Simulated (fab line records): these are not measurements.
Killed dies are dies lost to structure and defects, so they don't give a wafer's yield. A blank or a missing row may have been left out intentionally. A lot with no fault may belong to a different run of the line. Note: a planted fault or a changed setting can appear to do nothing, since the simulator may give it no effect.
Chamber matching :: flow nand-harc :: NHARC_P_M1_PRE_CLEAN_32 on pecvd-02: 3 sister chambers
The step time 12 s. 22 wafers are shown with their chamber, then 11 later ones without.

## WAFERS WITH THEIR CHAMBER
wafer: L074.1
chamber: 0
heater-power-outer-w (W): 292
heater-power-w (W): 569

wafer: L074.2
chamber: 1
heater-power-outer-w (W): 404
heater-power-w (W): 663

wafer: L074.3
chamber: 2
heater-power-outer-w (W): 366
heater-power-w (W): 625

wafer: L076.1
chamber: 0
heater-power-outer-w (W): 304
heater-power-w (W): 579

wafer: L076.2
chamber: 2
heater-power-outer-w (W): 403
heater-power-w (W): 681

wafer: L076.3
chamber: 1
heater-power-outer-w (W): 378
heater-power-w (W): 617

wafer: L078.2
chamber: 2
heater-power-outer-w (W): 448
heater-power-w (W): 722

wafer: L078.4
chamber: 0
heater-power-outer-w (W): 306
heater-power-w (W): 576

wafer: L078.5
chamber: 1
heater-power-outer-w (W): 380
heater-power-w (W): 622

wafer: L079.2
chamber: 1
heater-power-outer-w (W): 400
heater-power-w (W): 646

wafer: L079.5
chamber: 0
heater-power-outer-w (W): 321
heater-power-w (W): 586

wafer: L079.6
chamber: 1
heater-power-outer-w (W): 402
heater-power-w (W): 639

wafer: L082.1
chamber: 0
heater-power-outer-w (W): 354
heater-power-w (W): 655

wafer: L082.4
chamber: 1
heater-power-outer-w (W): 394
heater-power-w (W): 631

wafer: L082.5
chamber: 0
heater-power-outer-w (W): 359
heater-power-w (W): 661

wafer: L083.1
chamber: 0
heater-power-outer-w (W): 327
heater-power-w (W): 609

wafer: L083.5
chamber: 2
heater-power-outer-w (W): 405
heater-power-w (W): 677

wafer: L083.6
chamber: 0
heater-power-outer-w (W): 331
heater-power-w (W): 616

wafer: L087.3
chamber: 0
heater-power-outer-w (W): 345
heater-power-w (W): 651

wafer: L087.5
chamber: 2
heater-power-outer-w (W): 406
heater-power-w (W): 695

wafer: L087.6
chamber: 1
heater-power-outer-w (W): 329
heater-power-w (W): 562

wafer: L089.2
chamber: 1
heater-power-outer-w (W): 395
heater-power-w (W): 614

SIGNATURES (means of the wafers above)
reading: heater-power-outer-w
chamber 0: 326.56
chamber 1: 385.25
chamber 2: 405.60
scatter within a chamber: 25.1

reading: heater-power-w
chamber 0: 611.33
chamber 1: 624.25
chamber 2: 680.00
scatter within a chamber: 34
Rule: for each reading, subtract the chamber's mean from the wafer's reading, divide by that reading's scatter and square the result; add these up over the readings and take the root, which gives the wafer's distance from the chamber. The wafer belongs to the nearest chamber; if the next one is less than 2 further off, it can't be placed. The scatter: take each reading less its chamber's mean, square it, sum over the shown wafers, divide by the number of wafers less the number of chambers, and take the root.

## WAFERS WITH NO CHAMBER GIVEN
wafer: L089.3
heater-power-outer-w (W): 392
heater-power-w (W): 649

wafer: L089.5
heater-power-outer-w (W): 383
heater-power-w (W): 650

wafer: L093.1
heater-power-outer-w (W): 345
heater-power-w (W): 621

wafer: L093.3
heater-power-outer-w (W): 434
heater-power-w (W): 752

wafer: L093.6
heater-power-outer-w (W): 450
heater-power-w (W): 724

wafer: L096.1
heater-power-outer-w (W): 366
heater-power-w (W): 592

wafer: L096.5
heater-power-outer-w (W): 357
heater-power-w (W): 664

wafer: L096.6
heater-power-outer-w (W): 466
heater-power-w (W): 773

wafer: L097.1
heater-power-outer-w (W): 430
heater-power-w (W): 761

wafer: L097.2
heater-power-outer-w (W): 307
heater-power-w (W): 591

wafer: L097.3
heater-power-outer-w (W): 368
heater-power-w (W): 586

## EACH ONE'S CHAMBER
wafer: L089.3
from the rows above: can't be placed: 1 or 2
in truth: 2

wafer: L089.5
from the rows above: can't be placed: 1 or 2 or 0
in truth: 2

wafer: L093.1
from the rows above: can't be placed: 0 or 1
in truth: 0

wafer: L093.3
from the rows above: can't be placed: 2 or 1
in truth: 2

wafer: L093.6
from the rows above: can't be placed: 2 or 1
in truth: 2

wafer: L096.1
from the rows above: can't be placed: 1 or 0 or 2
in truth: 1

wafer: L096.5
from the rows above: can't be placed: 1 or 0 or 2
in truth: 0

wafer: L096.6
from the rows above: can't be placed: 2 or 1
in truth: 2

wafer: L097.1
from the rows above: can't be placed: 2 or 1
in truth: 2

wafer: L097.2
from the rows above: 0
in truth: 0

wafer: L097.3
from the rows above: can't be placed: 1 or 0 or 2
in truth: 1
Correctly placed: 1 of 11. These rows do not allow placing 10 (true chamber among the candidates in 10). Number placed wrongly: 0.
